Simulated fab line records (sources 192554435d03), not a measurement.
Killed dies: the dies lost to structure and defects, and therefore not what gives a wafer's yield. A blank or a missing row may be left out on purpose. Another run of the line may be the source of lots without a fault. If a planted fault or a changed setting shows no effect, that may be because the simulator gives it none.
Chamber matching | flow n5Finfet | N5_BEOL_M4_ETCHBACK_99 on rieDiel-04: 4 sister chambers
The step etches SiO2 in CHF3, target depth 5 nm, time 10.4 s. 16 wafers are shown with their chamber, then 8 later ones without.

## WAFERS, EACH WITH ITS CHAMBER
wafer  | chamber | drypumpMotorCurrentA (A) | oesProductAu (a.u.) | throttleValvePct (%)
L075.1 | 0       | 5.5                      | 0.91                | 17.15
L075.2 | 3       | 5.4                      | 0.82                | 17.14
L075.4 | 2       | 5.6                      | 0.92                | 17.17
L076.4 | 2       | 5.6                      | 0.91                | 17.16
L076.5 | 2       | 5.6                      | 0.92                | 17.18
L076.6 | 3       | 5.4                      | 0.81                | 17.13
L080.1 | 0       | 5.5                      | 0.89                | 17.15
L080.3 | 2       | 5.6                      | 0.90                | 17.18
L080.4 | 1       | 4.7                      | 0.68                | 17.36
L081.2 | 1       | 4.8                      | 0.67                | 17.36
L081.4 | 3       | 5.4                      | 0.80                | 17.17
L081.6 | 1       | 4.7                      | 0.68                | 17.36
L083.1 | 0       | 5.5                      | 0.89                | 17.17
L083.2 | 2       | 5.6                      | 0.90                | 17.18
L083.6 | 1       | 4.7                      | 0.68                | 17.37
L085.1 | 3       | 5.4                      | 0.79                | 17.16

SIGNATURES (means of the wafers above)
reading              | chamber 0 | chamber 1 | chamber 2 | chamber 3 | scatter within a chamber
drypumpMotorCurrentA | 5.500     | 4.725     | 5.600     | 5.400     | 0.025
oesProductAu         | 0.8967    | 0.6775    | 0.9100    | 0.8050    | 0.0102
throttleValvePct     | 17.1567   | 17.3625   | 17.1740   | 17.1500   | 0.0118
Rule: a wafer lies at a distance from a chamber equal to the root of the sum of squares, over the readings, of (its reading less the chamber's mean, divided by the reading's scatter). The wafer belongs to the nearest chamber; if the next one is less than 2 further off, it can't be placed. The scatter: the root of (the sum of the squares of (reading less its chamber's mean) over the shown wafers, divided by (wafers less chambers)).

## WAFERS WHOSE CHAMBER IS MISSING
wafer  | drypumpMotorCurrentA (A) | oesProductAu (a.u.) | throttleValvePct (%)
L085.2 | 5.6                      | 0.88                | 17.21
L085.4 | 5.5                      | 0.87                | 17.20
L087.3 | 5.5                      | 0.87                | 17.22
L087.5 | 5.6                      | 0.87                | 17.22
L087.6 | 5.5                      | 0.88                | 17.20
L094.1 | 5.4                      | 0.78                | 17.22
L094.2 | 5.5                      | 0.85                | 17.24
L094.3 | 5.6                      | 0.84                | 17.25

## THE CHAMBER EACH PASSED THROUGH
wafer  | from the rows above          | in truth
L085.2 | 2                            | 2
L085.4 | can't be placed: 0 or 2      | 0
L087.3 | can't be placed: 0 or 2      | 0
L087.5 | can't be placed: 2 or 0      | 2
L087.6 | can't be placed: 0 or 2      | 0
L094.1 | 3                            | 3
L094.2 | can't be placed: 0 or 2 or 3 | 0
L094.3 | can't be placed: 2 or 0      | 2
Correctly placed: 2 of 8. These rows do not allow placing 6 (true chamber among the candidates in 6). 0 placed wrongly.
